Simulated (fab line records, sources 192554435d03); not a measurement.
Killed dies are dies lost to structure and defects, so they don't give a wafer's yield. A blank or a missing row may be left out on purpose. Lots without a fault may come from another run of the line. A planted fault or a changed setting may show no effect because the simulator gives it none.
Which tool did it? | flow n5_finfet | 10 lots, 30 wafers sampled, at 3 steps of a route of 1938

WHAT THE GAUGES READ, wafer by wafer
N5_BEOL_M13_THK_MEAS_50: measures by xrf. Usual: M13_THK 419 nm, standard deviation 7.2.
lot  | measured     | on            | M13_THK (nm) | flag
L805 | day 11 07:25 | film_metro-02 | 414 429 419  |
L806 | day 11 10:02 | film_metro-02 | 425 415 413  |
L810 | day 12 11:38 | film_metro-01 | 420 418 427  |
L811 | day 12 18:34 | film_metro-02 | 418 411 407  |
L814 | day 13 17:45 | film_metro-02 | 413 416 426  |
L817 | day 13 23:00 | film_metro-01 | 419 419 426  |
L816 | day 14 11:14 | film_metro-01 | 427 421 413  |
L821 | day 15 04:58 | film_metro-01 | 414 425 427  |
L823 | day 15 22:00 | film_metro-01 | 419 420 416  |
L825 | day 16 02:12 | film_metro-01 | 426 415 419  |

N5_BEOL_M14_CD_MEAS_17: target cd 250 nm. Usual: cd_nm 250.6 nm, standard deviation 1.6.
lot  | measured     | on        | cd_nm (nm)        | flag
L805 | day 11 08:38 | cd_sem-02 | 250.9 252.5 251.6 |
L806 | day 11 11:23 | cd_sem-01 | 250.2 250.5 251.4 |
L810 | day 12 14:10 | cd_sem-03 | 252.1 249.5 251.0 |
L811 | day 12 19:47 | cd_sem-01 | 249.6 250.8 253.5 |
L814 | day 13 19:36 | cd_sem-03 | 252.6 250.9 249.7 |
L817 | day 14 00:28 | cd_sem-03 | 248.1 249.1 247.1 |
L816 | day 14 12:27 | cd_sem-03 | 254.0 252.1 252.1 |
L821 | day 15 06:11 | cd_sem-03 | 249.5 248.9 249.3 |
L823 | day 15 23:20 | cd_sem-02 | 250.6 252.4 252.6 |
L825 | day 16 03:32 | cd_sem-03 | 250.4 252.0 248.7 |

WHICH TOOL RAN EACH LOT (tool, then ch and the chambers of the sampled wafers, then the start)
lot  | N5_BEOL_M14_DESCUM_15
L805 | rie_diel-01 ch 1,2, day 11 08:12
L806 | rie_diel-05 ch 0,3, day 11 10:56
L810 | rie_diel-01 ch 0,2,3, day 12 13:44
L811 | rie_diel-04 ch 0,2,3, day 12 19:21
L814 | rie_diel-05 ch 1,2, day 13 19:10
L817 | rie_diel-05 ch 0,2, day 14 00:02
L816 | rie_diel-01 ch 0,1,2, day 14 12:01
L821 | rie_diel-04 ch 1,2, day 15 05:45
L823 | rie_diel-01 ch 0,2,3, day 15 22:54
L825 | rie_diel-05 ch 0,1,3, day 16 03:06
- N5_BEOL_M14_DESCUM_15: chemistry O2, time 7.9 s.

WHAT THE TOOLS THEMSELVES READ (means of the sampled wafers that have a number; where no wafer has one, the mark that the record gives instead)
N5_BEOL_M14_DESCUM_15. Usual: bias_power_w 20.01 W, standard deviation 0.058; drypump_motor_current_A 6.0 A, standard deviation 0.52; oes_product_au 0.81 a.u., standard deviation 0.079; rf_vpp_V 243.4 V, standard deviation 1.2; showerhead_plenum_p_Torr 2.11 Torr, standard deviation 0.066; throttle_valve_pct 20.42 %, standard deviation 0.3.
lot  | tool        | bias_power_w (W) | drypump_motor_current_A (A) | oes_product_au (a.u.) | rf_vpp_V (V) | showerhead_plenum_p_Torr (Torr) | throttle_valve_pct (%) | flag
L805 | rie_diel-01 | 20.04            | 6.6                         | 0.79                  | 243.7        | 2.11                            | 20.72                  |
L806 | rie_diel-05 | 19.96            | 5.6                         | 0.78                  | 243.1        | 2.07                            | 20.37                  |
L810 | rie_diel-01 | 20.03            | 5.8                         | 0.74                  | 241.8        | 2.05                            | 20.59                  |
L811 | rie_diel-04 | 20.05            | 6.0                         | 0.84                  | 244.3        | 2.17                            | 20.03                  |
L814 | rie_diel-05 | 19.93            | 6.4                         | 0.82                  | 243.6        | 2.12                            | 20.29                  |
L817 | rie_diel-05 | 20.02            | 5.9                         | 0.77                  | 242.5        | 2.03                            | 20.35                  |
L816 | rie_diel-01 | 20.03            | 6.2                         | 0.78                  | 243.1        | 2.10                            | 20.73                  |
L821 | rie_diel-04 | 19.98            | 5.7                         | 0.75                  | 242.8        | 2.09                            | 20.49                  |
L823 | rie_diel-01 | 20.03            | 5.7                         | 0.90                  | 243.5        | 2.13                            | 20.37                  |
L825 | rie_diel-05 | 19.98            | 5.8                         | 0.79                  | 243.2        | 2.10                            | 20.39                  |

THE ANSWER, worked out from the rows above alone
Rule: a lot is off if the mean of its wafers that have a number lies more than 3 standard deviations from the usual mean. A lot without any number at a reading at which 4 lots or more have one is off too. The other lots that the step has rows for count as sound. The gauges are gone through in route order, then the tools' own readings, and for those a lot's mean is taken as printed above. The first step at which some lot is off is used, and at that step the reading that is off furthest; a lot without a number counts as furthest.
No lot is off at any reading shown: from this, nothing can be told.

WHAT THE SIMULATOR HAD PUT IN
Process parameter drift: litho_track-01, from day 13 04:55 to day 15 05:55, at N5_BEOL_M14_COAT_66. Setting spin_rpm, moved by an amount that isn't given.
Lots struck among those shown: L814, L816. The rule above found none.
